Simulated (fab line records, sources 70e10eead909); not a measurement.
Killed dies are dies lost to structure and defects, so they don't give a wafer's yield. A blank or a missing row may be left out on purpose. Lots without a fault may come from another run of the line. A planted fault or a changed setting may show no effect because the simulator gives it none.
fab line records | flow nand_harc
record lots=24 wafers=72 last_day=25
route steps=1159 shown P_STI@83 P_GATE@145 P_CONTACT@219
lots that met no fault: from a run of the same line without faults
start_h: hours from the record's first day to the start of the lot's first wafer shown | wait_h: hours since the lot's step before | " the same as in the row above | L1.1+2: a row that stands for several wafers | - no value, or no start given | * or withheld: withheld | < > ~ a bound
route shown NAME@n: a module of which the file shows steps, and the number in the route of the first | usual: mean/standard deviation of fault-free wafers | same: alike in all rows | chamber/n: place in a boat | sites: the reading at each site | _std_site: their standard deviation | _edge_site: outer sites' mean less inner sites' | radius_mm: how far each site lies from the wafer's centre | mask NAME#n: copy n | behind: the tool/chamber that last shaped the wafer | hold: why the lot was held/for how many hours/how that ended | device: the transistor (n, p or np) that didn't switch | end of line: the same wafers' tests at the end of the route | a step without rows: its recipe alone | killed: dies lost to structure and defects at the first sort, not the wafer's yield | map: a wafer's dies, x killed, . not, _ none there
set.NAME: the setting as run; set.NAME@STEP: as run at that earlier step | model.NAME: the simulator's own value behind a step, which no gauge read
steps of the route over a sample of lots; a table a step, a row a wafer
services: from which hour (start_h, from the record's first day; less than 0 if before it) a tool's chamber was out of use, for how many hours, and why
## steps
# step NHARC_P_STI_CD_MEAS_09
# recipe target_cd_nm=200 landing_energy_ev=500
# usual cd_nm=200.9/2.2
# columns lot.wafer tool chamber start_h wait_h cd_nm
L075.1 cd_sem-02 0 38.67 - 200.5
L075.2 " 0 " " 198.3
L075.3 " 0 " " 199.0
L074.1 cd_sem-01 0 38.84 - 204.1
L074.2 " 0 " " 201.2
L074.3 " 0 " " 205.6
L076.1 cd_sem-01 0 52.49 - 197.9
L076.4 " 0 " " 202.5
L076.6 " 0 " " 200.6
L077.1 cd_sem-01 0 52.66 - 201.2
L077.3 " 0 " " 202.3
L077.6 " 0 " " 198.9
L079.1 cd_sem-01 0 62.56 - 200.9
L079.2 " 0 " " 202.9
L079.6 " 0 " " 202.8
L078.1 cd_sem-01 0 62.73 - 200.9
L078.3 " 0 " " 202.9
L078.6 " 0 " " 200.5
L080.1 cd_sem-01 0 72.57 - 202.1
L080.3 " 0 " " 203.0
L080.4 " 0 " " 203.8
L081.2 cd_sem-03 0 76.97 - 203.4
L081.3 " 0 " " 201.0
L081.4 " 0 " " 202.5
L082.1 cd_sem-01 0 82.92 - 197.6
L082.3 " 0 " " 200.5
L082.5 " 0 " " 197.6
L083.1 cd_sem-01 0 88.79 - 200.0
L083.3 " 0 " " 203.2
L083.4 " 0 " " 202.4
L084.2 cd_sem-02 0 95.43 - 199.8
L084.3 " 0 " " 198.5
L084.4 " 0 " " 199.7
L085.1 cd_sem-01 0 101.70 - 197.2
L085.3 " 0 " " 198.3
L085.4 " 0 " " 198.9
L086.3 cd_sem-01 0 106.93 - 203.9
L086.4 " 0 " " 200.2
L086.6 " 0 " " 201.6
L087.4 cd_sem-02 0 116.68 - 200.7
L087.5 " 0 " " 203.6
L087.6 " 0 " " 198.6
L088.1 cd_sem-01 0 121.59 - 196.8
L088.2 " 0 " " 199.0
L088.4 " 0 " " 199.2
L089.3 cd_sem-03 0 121.75 - 202.0
L089.5 " 0 " " 201.7
L089.6 " 0 " " 201.9
L090.2 cd_sem-03 0 130.69 - 201.1
L090.5 " 0 " " 204.9
L090.6 " 0 " " 202.3
L091.2 cd_sem-01 0 138.14 - 202.3
L091.3 " 0 " " 200.8
L091.4 " 0 " " 201.0
L092.2 cd_sem-01 0 142.85 - 202.5
L092.5 " 0 " " 202.3
L092.6 " 0 " " 198.9
L093.2 cd_sem-01 0 149.16 - 204.1
L093.3 " 0 " " 204.0
L093.6 " 0 " " 202.5
L094.2 cd_sem-02 0 154.73 - 201.1
L094.3 " 0 " " 198.1
L094.5 " 0 " " 199.4
L096.4 cd_sem-01 0 163.68 - 200.5
L096.5 " 0 " " 198.9
L096.6 " 0 " " 204.4
L095.1 cd_sem-03 0 163.70 - 202.8
L095.2 " 0 " " 203.2
L095.4 " 0 " " 202.9
L097.1 cd_sem-01 0 175.61 - 199.7
L097.2 " 0 " " 200.7
L097.5 " 0 " " 202.6
# step NHARC_P_STI_OVL_MEAS_10
# usual overlay_x_nm=-1/6.4 overlay_y_nm=0/4.3
# columns lot.wafer tool chamber start_h wait_h overlay_x_nm overlay_y_nm
L075.1 overlay-01 - 38.75 - 2 -1
L075.2 " - " " 3 -1
L075.3 " - " " 3 -1
L074.1 overlay-02 - 38.92 - 4 0
L074.2 " - " " 5 0
L074.3 " - " " 5 0
L076.1 overlay-02 - 52.58 - -4 -4
L076.4 " - " " -3 -5
L076.6 " - " " -4 -4
L077.1 overlay-02 - 52.74 - 6 -1
L077.3 " - " " 5 0
L077.6 " - " " 5 -1
L079.1 overlay-01 - 62.65 - 1 6
L079.2 " - " " 0 5
L079.6 " - " " 2 5
L078.1 overlay-02 - 62.82 - -2 11
L078.3 " - " " -1 11
L078.6 " - " " -2 11
L080.1 overlay-01 - 72.66 - -4 -2
L080.3 " - " " -4 -2
L080.4 " - " " -4 -2
L081.2 overlay-02 - 77.06 - -4 -1
L081.3 " - " " -4 -1
L081.4 " - " " -4 -2
L082.1 overlay-01 - 83.00 - -17 1
L082.3 " - " " -17 0
L082.5 " - " " -17 0
L083.1 overlay-02 - 88.88 - -5 7
L083.3 " - " " -5 6
L083.4 " - " " -5 7
L084.2 overlay-01 - 95.52 - 6 0
L084.3 " - " " 6 1
L084.4 " - " " 5 1
L085.1 overlay-01 - 101.79 - -7 1
L085.3 " - " " -7 1
L085.4 " - " " -7 2
L086.3 overlay-01 - 107.02 - -6 -3
L086.4 " - " " -5 -3
L086.6 " - " " -5 -3
L087.4 overlay-01 - 116.76 - 10 -1
L087.5 " - " " 10 -1
L087.6 " - " " 10 -1
L088.1 overlay-02 - 121.68 - 7 5
L088.2 " - " " 7 6
L088.4 " - " " 6 5
L089.3 overlay-02 - 121.84 - -2 -5
L089.5 " - " " -1 -5
L089.6 " - " " -1 -5
L090.2 overlay-01 - 130.78 - -9 -4
L090.5 " - " " -10 -3
L090.6 " - " " -10 -3
L091.2 overlay-01 - 138.23 - -10 4
L091.3 " - " " -10 4
L091.4 " - " " -10 4
L092.2 overlay-02 - 142.93 - -5 -3
L092.5 " - " " -5 -3
L092.6 " - " " -5 -3
L093.2 overlay-02 - 149.25 - -2 3
L093.3 " - " " -2 3
L093.6 " - " " -2 3
L094.2 overlay-01 - 154.82 - 7 0
L094.3 " - " " 8 1
L094.5 " - " " 8 0
L096.4 overlay-01 - 163.76 - -2 7
L096.5 " - " " -3 8
L096.6 " - " " -2 7
L095.1 overlay-02 - 163.79 - -4 -4
L095.2 " - " " -4 -5
L095.4 " - " " -3 -4
L097.1 overlay-02 - 175.69 - 7 -5
L097.2 " - " " 7 -6
L097.5 " - " " 7 -5
# step NHARC_P_STI_ETCH_42
# recipe target_depth_a=800 overetch_a=240 time_s=61 ion_energy_ev=200 n2_flow_sccm=150 h2_flow_sccm=150 ar_flow_sccm=0 rf_w=400 bias_w=150 chemistry=N2/H2
# usual drypump_motor_current_A=5.9/0.56 h2_flow_sccm=150.0/0.46 oes_product_au=1.001/0.009 rf_vpp_V=430.4/2.7 showerhead_plenum_p_Torr=2.03/0.094 throttle_valve_pct=14.173/0.0087
# columns lot.wafer tool chamber start_h wait_h drypump_motor_current_A h2_flow_sccm oes_product_au rf_hours_counter_h rf_vpp_V showerhead_plenum_p_Torr throttle_valve_pct
L075.1 rie_diel-06 3 39.01 0.1 5.8 149.6 1.010 4.0 433.1 2.11 14.169
L075.2 " 1 " " 4.8 149.1 0.985 4.2 427.2 1.91 14.168
L075.3 " 2 " " 6.0 150.0 0.986 4.3 424.7 1.90 14.179
L074.3 rie_diel-12 1 39.19 0.1 6.0 149.9 0.989 0.1 432.2 2.05 14.167
L074.1 " 2 " " 6.7 149.8 1.004 0.1 430.3 2.01 14.157
L074.2 " 3 " " 5.2 150.3 1.012 0.1 428.0 1.97 14.187
L076.1 rie_diel-08 0 52.84 0.1 6.4 149.8 0.997 6.2 433.8 2.14 14.187
L076.4 " 1 " " 6.6 149.5 1.009 6.9 432.7 2.15 14.162
L076.6 " 0 " " 6.4 150.1 1.007 - 434.3 2.14 14.159
L077.1 rie_diel-06 3 53.13 0.2 5.8 150.3 1.012 4.7 433.3 2.11 14.186
L077.3 " 0 " " 5.4 149.7 1.000 4.4 429.9 2.04 14.167
L077.6 " 3 " " 5.8 150.0 1.010 - 432.5 2.11 14.180
L079.2 rie_diel-06 1 62.91 0.1 4.8 150.1 0.988 5.1 426.9 1.91 14.162
L079.1 " 2 " " 6.0 150.5 0.999 5.4 427.0 1.90 14.168
L079.6 " 2 " " 6.0 150.6 0.989 - 425.4 1.90 14.170
L078.1 rie_diel-08 2 63.08 0.1 5.7 150.4 0.995 6.4 433.2 2.13 14.168
L078.3 " 1 " " 6.6 150.1 0.995 7.1 432.5 2.15 14.166
L078.6 " 2 " " 5.6 149.7 1.017 - 432.4 2.13 14.185
L080.1 rie_diel-12 3 72.92 0.1 5.3 149.8 1.009 0.8 429.9 1.96 14.169
L080.3 " 0 " " 6.7 149.8 1.001 0.8 428.0 1.93 14.160
L080.4 " 1 " " 6.1 149.5 0.988 0.7 431.6 2.05 14.184
L081.4 rie_diel-08 1 77.33 0.1 6.6 149.3 1.015 7.8 434.0 2.15 14.170
L081.2 " 3 " " 5.6 149.8 1.010 6.8 427.8 1.93 14.176
L081.3 " 0 " " 6.4 151.0 1.002 7.2 434.1 2.14 14.177
L082.3 rie_diel-08 2 83.27 0.1 5.7 150.6 1.008 7.4 434.2 2.13 14.169
L082.1 " 3 " " 5.6 150.1 1.004 7.0 427.8 1.93 14.174
L082.5 " 0 " " 6.4 149.9 1.006 - 434.1 2.14 14.178
L083.1 rie_diel-08 1 89.14 0.1 6.6 149.7 1.000 8.3 433.2 2.15 14.167
L083.3 " 2 " " 5.7 150.1 1.005 7.6 432.2 2.13 14.173
L083.4 " 0 " " 6.4 150.6 0.990 7.6 433.8 2.14 14.172
L084.3 rie_diel-12 2 95.78 0.1 6.7 149.7 0.999 1.6 428.8 2.01 14.178
L084.2 " 3 " " 5.3 149.7 1.009 1.6 428.9 1.97 14.167
L084.4 " 1 " " 6.0 149.6 0.990 1.5 429.3 2.05 14.166
L085.4 rie_diel-06 2 102.05 0.1 6.0 149.2 0.993 0.9 426.4 1.90 14.150
L085.3 " 3 " " 5.8 150.3 0.996 1.1 432.8 2.11 14.171
L085.1 " 1 " " 4.8 150.2 0.991 1.1 426.0 1.90 14.161
L086.3 rie_diel-08 3 107.28 0.1 5.6 149.9 1.003 8.2 428.0 1.93 14.194
L086.4 " 1 " " 6.6 149.7 1.010 9.1 432.7 2.15 14.172
L086.6 " 3 " " 5.6 149.2 1.004 - 427.4 1.93 14.192
L087.4 rie_diel-08 3 117.03 0.1 5.6 150.3 1.004 9.2 427.6 1.93 14.179
L087.6 " 0 " " 6.4 150.3 0.997 - 434.4 2.14 14.168
L087.5 " 1 " " 6.7 150.4 1.012 - 433.7 2.15 14.159
L088.4 rie_diel-08 2 121.93 0.1 5.6 150.6 0.998 10.2 434.1 2.13 14.173
L088.1 " 3 " " 5.6 150.1 0.995 9.6 426.1 1.93 14.184
L088.2 " 0 " " 6.4 149.4 0.989 9.6 434.1 2.14 14.160
L089.3 rie_diel-12 1 122.10 0.1 6.0 149.3 0.992 2.1 431.1 2.05 14.174
L089.5 " 3 " " 5.2 150.5 1.005 - 426.0 1.96 14.171
L089.6 " 0 " " 6.7 149.3 1.015 - 426.9 1.92 14.181
L090.2 rie_diel-06 0 131.03 0.1 5.5 150.5 1.010 2.0 431.2 2.04 14.182
L090.6 " 0 " " 5.4 150.4 0.997 - 431.1 2.04 14.171
L090.5 " 1 " " 4.8 149.4 0.984 - 426.1 1.91 14.177
L091.3 rie_diel-06 1 138.48 0.1 4.8 149.9 1.001 2.3 425.9 1.90 14.164
L091.2 " 2 " " 6.1 150.0 0.994 2.1 426.6 1.90 14.168
L091.4 " 3 " " 5.8 150.5 0.996 2.4 433.1 2.11 14.172
L092.2 rie_diel-12 0 143.20 0.1 6.7 149.3 1.009 2.7 427.4 1.92 14.171
L092.5 " 2 " " 6.6 150.4 1.004 - 431.4 2.01 14.186
L092.6 " 3 " " 5.2 149.8 1.002 - 429.3 1.96 14.173
L093.2 rie_diel-08 2 149.50 0.1 5.7 149.8 1.006 1.4 432.7 2.13 14.181
L093.3 " 3 " " 5.6 149.8 0.997 0.7 428.9 1.93 14.168
L093.6 " 2 " " 5.6 149.0 1.000 - 432.7 2.13 14.186
L094.2 rie_diel-12 1 155.08 0.1 6.0 149.6 0.990 3.0 429.4 2.05 14.171
L094.3 " 2 " " 6.6 149.2 0.998 3.3 429.0 2.01 14.167
L094.5 " 1 " " 6.0 149.8 0.990 - 432.6 2.05 14.189
L096.4 rie_diel-12 0 164.01 0.1 6.7 150.7 1.021 3.1 427.9 1.92 14.161
L096.5 " 0 " " 6.7 150.3 1.017 - 426.9 1.92 14.183
L096.6 " 1 " " 6.0 150.2 0.997 - 429.7 2.05 14.158
L095.4 rie_diel-08 0 164.05 0.1 6.4 149.4 0.996 2.2 434.4 2.14 14.174
L095.2 " 2 " " 5.6 150.6 0.999 2.1 431.0 2.13 14.178
L095.1 " 3 " " 5.6 150.7 0.994 1.7 427.7 1.93 14.156
L097.1 rie_diel-06 3 175.96 0.1 5.8 149.6 0.992 3.7 432.3 2.11 14.166
L097.2 " 2 " " 6.0 150.4 0.979 3.6 428.0 1.90 14.173
L097.5 " 0 " " 5.5 150.5 1.000 - 430.8 2.04 14.170
# step NHARC_P_GATE_ETCH_104
# recipe target_depth_a=600 time_s=withheld cf4_flow_sccm=100 chf3_flow_sccm=30 ar_flow_sccm=0 rf_w=500 bias_w=200 chemistry=CF4/CHF3
# usual drypump_motor_current_A=5.7/0.36 oes_product_au=0.935/0.018 rf_vpp_V=369.8/2.7 showerhead_plenum_p_Torr=1.55/0.073 throttle_valve_pct=16.802/0.0086
# columns lot.wafer tool chamber start_h wait_h drypump_motor_current_A oes_product_au rf_vpp_V showerhead_plenum_p_Torr throttle_valve_pct
L075.1 rie_diel-13 2 91.07 0.1 5.3 0.916 373.2 1.64 16.798
L075.2 " 3 " " 6.0 0.929 367.3 1.48 16.797
L075.3 " 1 " " 5.7 0.930 368.8 1.49 16.795
L074.1 rie_diel-03 2 91.67 0.1 5.8 0.937 373.1 1.68 16.792
L074.2 " 3 " " 5.2 0.935 366.9 1.47 16.804
L074.3 " 0 " " 5.5 0.929 370.7 1.59 16.800
L077.3 rie_diel-03 0 103.84 0.1 5.6 0.963 372.2 1.59 16.815
L077.1 " 3 " " 5.3 0.969 367.3 1.47 16.797
L077.6 " 0 " " 5.6 0.960 370.4 1.59 16.804
L076.1 rie_diel-03 0 104.26 0.1 5.6 0.938 371.5 1.59 16.808
L076.6 " 3 " " 5.3 0.937 366.3 1.47 16.803
L076.4 " 0 " " 5.6 0.937 371.9 1.59 16.811
L078.3 rie_diel-03 0 114.82 0.1 5.5 0.929 371.5 1.59 16.803
L078.1 " 3 " " 5.3 0.922 367.5 1.47 16.802
L078.6 " 0 " " 5.5 0.912 371.3 1.59 16.816
L079.1 rie_diel-03 1 115.20 0.1 6.4 0.922 365.5 1.48 16.809
L079.2 " 2 " " 5.7 0.934 373.2 1.68 16.788
L079.6 " 2 " " 5.7 0.939 373.9 1.68 16.798
L082.1 rie_diel-03 0 133.02 0.1 5.5 0.962 370.5 1.59 16.792
L082.3 " 2 " " 5.7 0.986 373.3 1.67 16.799
L082.5 " 1 " " 6.4 0.963 367.7 1.48 16.809
L081.4 rie_diel-13 2 133.08 0.1 5.3 0.945 371.8 1.64 16.796
L081.2 " 0 " " 5.6 0.927 370.8 1.59 16.798
L081.3 " 1 " " 5.8 0.933 368.9 1.48 16.809
L080.1 rie_diel-03 0 133.84 0.1 5.6 0.914 372.1 1.59 16.793
L080.3 " 1 " " 6.4 0.910 368.4 1.48 16.801
L080.4 " 3 " " 5.3 0.934 367.1 1.47 16.798
L083.1 rie_diel-13 1 142.28 0.1 5.8 0.922 365.6 1.48 16.806
L083.4 " 2 " " 5.3 0.935 371.2 1.64 16.808
L083.3 " 0 " " 5.6 0.915 369.7 1.59 16.815
L084.3 rie_diel-13 3 152.57 0.1 6.1 0.910 368.2 1.48 16.804
L084.2 " 0 " " 5.6 0.927 371.0 1.59 16.806
L084.4 " 1 " " 5.8 0.904 367.2 1.48 16.807
L086.4 rie_diel-13 2 164.62 0.1 5.3 0.948 373.9 1.64 16.808
L086.3 " 1 " " 5.8 0.929 368.1 1.48 16.807
L086.6 " 2 " " 5.3 0.949 374.1 1.63 16.798
L085.4 rie_diel-03 2 164.85 0.1 5.7 0.924 373.9 1.67 16.812
L085.3 " 3 " " 5.2 0.921 365.9 1.47 16.804
L085.1 " 0 " " 5.5 0.917 372.0 1.58 16.802
L089.3 rie_diel-13 0 168.34 0.1 5.6 0.939 371.4 1.58 16.786
L089.6 " 2 " " 5.3 0.956 372.2 1.63 16.803
L089.5 " 3 " " 6.1 0.945 367.1 1.47 16.808
L088.1 rie_diel-03 2 169.94 0.1 5.7 0.927 374.0 1.67 16.802
L088.2 " 3 " " 5.3 0.927 367.2 1.47 16.803
L088.4 " 0 " " 5.5 0.919 371.2 1.58 16.805
L087.4 rie_diel-03 2 170.46 0.1 5.8 0.923 373.8 1.67 16.784
L087.5 " 2 " " 5.7 0.932 374.6 1.67 16.800
L087.6 " 3 " " 5.3 0.925 366.5 1.47 16.797
L090.2 rie_diel-05 1 186.31 0.1 5.6 0.966 369.0 1.52 16.804
L090.6 " 2 " " 5.7 0.964 371.9 1.62 16.817
L090.5 " 3 " " 5.3 0.967 372.1 1.62 16.806
L091.4 rie_diel-13 3 190.66 0.2 6.1 0.935 367.4 1.47 16.823
L091.3 " 0 " " 5.6 0.946 370.2 1.58 16.813
L091.2 " 2 " " 5.3 0.938 373.9 1.63 16.805
L092.2 rie_diel-13 3 197.24 0.1 6.1 0.935 367.2 1.47 16.798
L092.6 " 1 " " 5.8 0.932 366.4 1.48 16.793
L092.5 " 2 " " 5.3 0.952 371.6 1.63 16.795
L094.2 rie_diel-13 0 204.52 0.1 5.6 0.927 371.6 1.58 16.792
L094.3 " 2 " " 5.3 0.923 372.2 1.63 16.802
L094.5 " 3 " " 6.0 0.921 366.1 1.47 16.770
L093.3 rie_diel-13 3 204.83 0.2 6.1 0.931 367.2 1.47 16.800
L093.2 " 0 " " 5.6 0.938 370.4 1.58 16.792
L093.6 " 3 " " 6.0 0.943 367.7 1.47 16.800
L095.2 rie_diel-13 1 215.89 0.6 5.8 0.917 366.3 1.48 16.802
L095.1 " 2 " " 5.3 0.924 371.5 1.63 16.796
L095.4 " 3 " " 6.1 0.926 367.2 1.47 16.795
L096.4 rie_diel-05 0 216.11 0.0 6.3 0.940 372.6 1.58 16.797
L096.5 " 1 " " 5.6 0.927 369.7 1.51 16.807
L096.6 " 2 " " 5.7 0.928 372.1 1.61 16.811
L097.2 rie_diel-05 1 228.19 0.1 5.6 0.950 368.1 1.51 16.809
L097.1 " 2 " " 5.6 0.963 371.1 1.61 16.809
L097.5 " 2 " " 5.6 0.957 372.3 1.61 16.812
# step NHARC_P_CONTACT_CMP_01
# recipe target_thk_nm=200 material=SiO2
# usual motor_current_A=11.7/1.3 pad_life_wafers=262/170
# columns lot.wafer tool chamber start_h wait_h motor_current_A pad_life_wafers
L075.1 cmp-02 1 110.91 0.6 11.2 445
L075.3 " 2 " " 10.8 446
L075.2 " 3 " " 10.5 447
L074.1 cmp-02 3 111.77 - 9.9 451
L074.3 " 0 " " 11.8 452
L074.2 " 1 " " 11.2 453
L077.3 cmp-04 3 123.30 - 14.2 54
L077.1 " 1 " " 10.9 56
L077.6 " 0 " " 13.4 -
L076.1 cmp-04 0 123.83 - 12.6 66
L076.4 " 3 " " 14.4 69
L076.6 " 1 " " 11.4 -
L078.3 cmp-03 3 133.96 - 11.2 397
L078.1 " 1 " " 11.8 399
L078.6 " 3 " " 11.8 -
L079.1 cmp-02 0 134.59 - 12.0 7
L079.2 " 1 " " 11.4 8
L079.6 " 0 " " 11.8 -
L082.1 cmp-03 2 153.14 - 11.7 494
L082.3 " 3 " " 12.3 495
L082.5 " 0 " " 9.1 -
L081.4 cmp-04 1 153.40 - 10.8 229
L081.3 " 2 " " 12.1 230
L081.2 " 3 " " 14.2 231
L080.3 cmp-02 3 153.89 - 10.8 126
L080.1 " 0 " " 11.7 127
L080.4 " 2 " " 12.0 129
L083.3 cmp-03 0 161.34 - 9.2 6
L083.1 " 1 " " 11.7 7
L083.4 " 2 " " 11.1 8
L084.2 cmp-04 0 172.48 - 13.7 306
L084.4 " 2 " " 12.2 308
L084.3 " 3 " " 14.6 309
L086.4 cmp-03 0 184.24 - 9.5 133
L086.3 " 1 " " 12.6 134
L086.6 " 3 " " 11.4 -
L085.1 cmp-04 0 184.88 - 13.4 396
L085.3 " 1 " " 11.9 397
L085.4 " 3 " " 13.1 399
L089.3 cmp-04 3 188.49 - 14.5 409
L089.6 " 2 " " 12.2 -
L089.5 " 3 " " 14.3 -
L087.4 cmp-02 2 191.30 - 11.8 360
L087.6 " 2 " " 11.8 -
L087.5 " 3 " " 9.7 -
L088.1 cmp-04 0 194.38 - 13.2 444
L088.4 " 1 " " 11.5 445
L088.2 " 2 " " 12.5 446
L090.2 cmp-04 1 208.68 - 10.3 8
L090.6 " 3 " " 13.7 -
L090.5 " 0 " " 13.9 -
L091.2 cmp-03 1 210.23 0.5 11.4 276
L091.3 " 2 " " 12.3 277
L091.4 " 3 " " 11.9 278
L092.2 cmp-04 1 218.46 - 11.5 43
L092.6 " 0 " " 13.4 -
L092.5 " 1 " " 11.9 -
L093.3 cmp-03 2 224.12 - 12.6 326
L093.2 " 3 " " 11.7 327
L093.6 " 1 " " 12.2 -
L094.3 cmp-03 1 225.97 - 11.6 337
L094.2 " 2 " " 11.8 338
L094.5 " 0 " " 9.6 -
L095.2 cmp-03 1 235.12 - 11.7 414
L095.1 " 2 " " 11.8 415
L095.4 " 3 " " 11.2 416
L096.4 cmp-02 0 235.54 - 11.8 45
L096.5 " 1 " " 11.7 -
L096.6 " 2 " " 11.4 -
L097.2 cmp-03 0 248.45 - 9.3 504
L097.1 " 1 " " 11.4 505
L097.5 " 0 " " 9.5 -
# step NHARC_P_CONTACT_DESCUM_17
# recipe time_s=3 o2_flow_sccm=200 ar_flow_sccm=0 bias_power_w=0 chemistry=O2
# usual drypump_motor_current_A=5.7/0.41 oes_product_au=1.000/0.0097 rf_vpp_V=57.7/0.91 showerhead_plenum_p_Torr=1.90/0.073 throttle_valve_pct=11.311/0.0093
# columns lot.wafer tool chamber start_h wait_h drypump_motor_current_A oes_product_au rf_hours_counter_h rf_vpp_V showerhead_plenum_p_Torr throttle_valve_pct
L075.2 rie_diel-10 0 111.90 0.1 5.7 1.015 9 58.0 1.91 11.310
L075.1 " 1 " " 5.1 0.992 9 59.3 1.82 11.307
L075.3 " 2 " " 5.2 0.986 10 57.8 1.97 11.303
L074.1 rie_diel-11 2 112.76 0.1 6.2 1.011 10 59.6 1.98 11.295
L074.3 " 3 " " 5.9 1.011 8 56.8 1.85 11.296
L074.2 " 1 " " 6.3 1.003 10 57.6 1.84 11.316
L077.3 rie_diel-02 3 124.19 0.1 6.3 0.995 55 57.3 1.78 11.316
L077.1 " 2 " " 5.0 0.989 55 56.6 1.78 11.318
L077.6 " 3 " " 6.3 0.993 - 58.2 1.78 11.311
L076.1 rie_diel-11 2 124.85 0.1 6.1 1.000 11 57.0 1.98 11.316
L076.4 " 1 " " 6.3 1.007 12 56.9 1.84 11.308
L076.6 " 3 " " 5.9 1.001 - 58.2 1.85 11.310
L078.3 rie_diel-10 1 134.98 0.1 5.1 0.999 11 56.8 1.82 11.310
L078.1 " 3 " " 5.7 1.016 12 57.0 1.81 11.307
L078.6 " 1 " " 5.1 1.004 - 58.0 1.82 11.299
L079.2 rie_diel-11 3 135.63 0.1 6.0 1.015 9 56.5 1.85 11.321
L079.1 " 0 " " 5.4 0.999 12 58.1 2.00 11.301
L079.6 " 1 " " 6.3 0.985 - 58.8 1.84 11.320
L082.1 rie_diel-11 2 154.11 0.1 6.2 1.003 14 58.9 1.98 11.291
L082.3 " 0 " " 5.4 0.992 15 58.2 2.00 11.315
L082.5 " 1 " " 6.3 1.002 - 57.6 1.84 11.291
L081.4 rie_diel-10 3 154.41 0.1 5.8 1.008 13 59.5 1.80 11.328
L081.3 " 0 " " 5.8 1.009 12 58.3 1.91 11.316
L081.2 " 2 " " 5.3 0.995 13 57.2 1.96 11.313
L080.1 rie_diel-11 0 154.91 0.1 5.4 0.978 15 57.6 2.00 11.304
L080.4 " 1 " " 6.3 0.998 15 57.0 1.84 11.315
L080.3 " 2 " " 6.1 0.988 14 58.4 1.98 11.314
L083.1 rie_diel-11 2 162.38 0.1 6.1 0.998 15 58.9 1.97 11.304
L083.4 " 0 " " 5.4 0.978 16 58.0 2.00 11.316
L083.3 " 1 " " 6.3 0.992 16 59.2 1.84 11.326
L084.2 rie_diel-10 1 173.50 0.1 5.1 1.019 14 57.4 1.82 11.308
L084.3 " 2 " " 5.2 0.996 14 57.0 1.96 11.315
L084.4 " 0 " " 5.7 1.018 14 57.5 1.91 11.308
L086.4 rie_diel-11 1 185.23 0.1 6.3 0.990 18 56.9 1.84 11.315
L086.3 " 3 " " 5.9 1.007 15 57.0 1.85 11.303
L086.6 " 2 " " 6.0 0.993 - 58.0 1.97 11.300
L085.1 rie_diel-10 3 185.80 0.1 5.7 1.011 0 57.6 1.80 11.318
L085.3 " 0 " " 5.8 1.006 0 56.8 1.91 11.315
L085.4 " 2 " " 5.2 0.998 0 58.3 1.96 11.322
L089.3 rie_diel-10 3 189.50 0.1 5.7 1.003 1 57.7 1.80 11.304
L089.6 " 2 " " 5.2 0.995 - 57.6 1.96 11.316
L089.5 " 3 " " 5.7 1.001 - 58.4 1.80 11.318
L087.4 rie_diel-10 1 192.25 0.1 5.1 1.007 1 58.4 1.82 11.318
L087.5 " 2 " " 5.2 0.997 - 58.5 1.96 11.300
L087.6 " 3 " " 5.7 1.016 - 57.8 1.80 11.312
L088.2 rie_diel-10 1 195.65 0.3 5.1 1.002 2 56.1 1.82 11.307
L088.1 " 2 " " 5.2 0.984 2 58.0 1.96 11.296
L088.4 " 0 " " 5.7 1.009 - 58.2 1.91 11.297
L090.2 rie_diel-11 0 209.65 0.1 5.4 0.991 1 58.8 2.00 11.308
L090.6 " 2 " " 6.1 1.003 - 59.6 1.97 11.319
L090.5 " 3 " " 5.9 1.013 - 58.2 1.85 11.329
L091.2 rie_diel-11 2 211.25 0.1 6.1 1.001 1 58.0 1.97 11.313
L091.4 " 3 " " 5.9 0.997 1 55.7 1.85 11.316
L091.3 " 0 " " 5.4 0.987 1 58.1 2.00 11.320
L092.2 rie_diel-10 0 219.45 0.1 5.8 1.004 4 55.7 1.91 11.317
L092.6 " 0 " " 5.8 1.002 - 56.6 1.91 11.323
L092.5 " 1 " " 5.1 1.003 - 57.1 1.81 11.308
L093.2 rie_diel-11 1 225.08 0.1 6.3 0.998 3 57.4 1.84 11.307
L093.3 " 0 " " 5.4 0.987 2 58.0 2.00 11.315
L093.6 " 1 " " 6.3 0.998 - 58.0 1.84 11.297
L094.3 rie_diel-11 1 226.85 0.1 6.3 1.001 3 57.0 1.84 11.310
L094.2 " 2 " " 6.1 1.003 3 58.4 1.97 11.304
L094.5 " 0 " " 5.4 0.996 - 57.6 2.00 11.311
L095.1 rie_diel-10 0 236.02 0.1 5.7 1.007 5 57.1 1.91 11.313
L095.2 " 1 " " 5.1 1.001 5 58.5 1.81 11.317
L095.4 " 2 " " 5.2 0.999 5 57.0 1.96 11.313
L096.4 rie_diel-11 0 236.49 0.1 5.4 0.988 4 60.1 2.00 11.290
L096.5 " 3 " " 5.9 1.001 - 57.9 1.85 11.312
L096.6 " 0 " " 5.4 0.987 - 57.2 2.00 11.310
L097.1 rie_diel-10 1 249.34 0.1 5.1 0.994 6 57.7 1.81 11.319
L097.2 " 3 " " 5.7 1.007 5 55.9 1.80 11.299
L097.5 " 2 " " 5.2 0.989 - 58.4 1.96 11.316
## services
# columns tool chamber start_h hours kind
cmp-03 - 17.69 5.1 repair
rie_diel-03 - 38.30 9.0 pm
rie_diel-11 - 48.50 0.8 repair
cmp-03 - 58.00 4.0 pm
rie_diel-03 1 60.08 30.4 repair
rie_diel-11 3 63.96 17.1 repair
rie_diel-03 2 66.80 5.8 repair
rie_diel-11 - 85.94 0.2 repair
rie_diel-13 - 99.17 9.0 pm
rie_diel-10 0 112.68 4.6 repair
rie_diel-13 1 113.80 4.9 repair
rie_diel-08 3 123.84 5.1 repair
rie_diel-08 - 124.80 9.0 pm
rie_diel-03 2 130.39 2.0 repair
rie_diel-08 3 142.35 3.2 repair
rie_diel-10 - 176.50 9.0 pm
rie_diel-11 - 189.55 9.0 pm
rie_diel-08 0 193.41 4.6 repair
rie_diel-10 3 195.26 3.1 repair
rie_diel-08 0 199.38 19.4 repair
rie_diel-13 3 205.91 4.2 repair
rie_diel-13 1 206.20 2.9 repair
rie_diel-03 - 215.30 9.0 pm
rie_diel-08 3 216.15 1.7 repair
## key
fault none
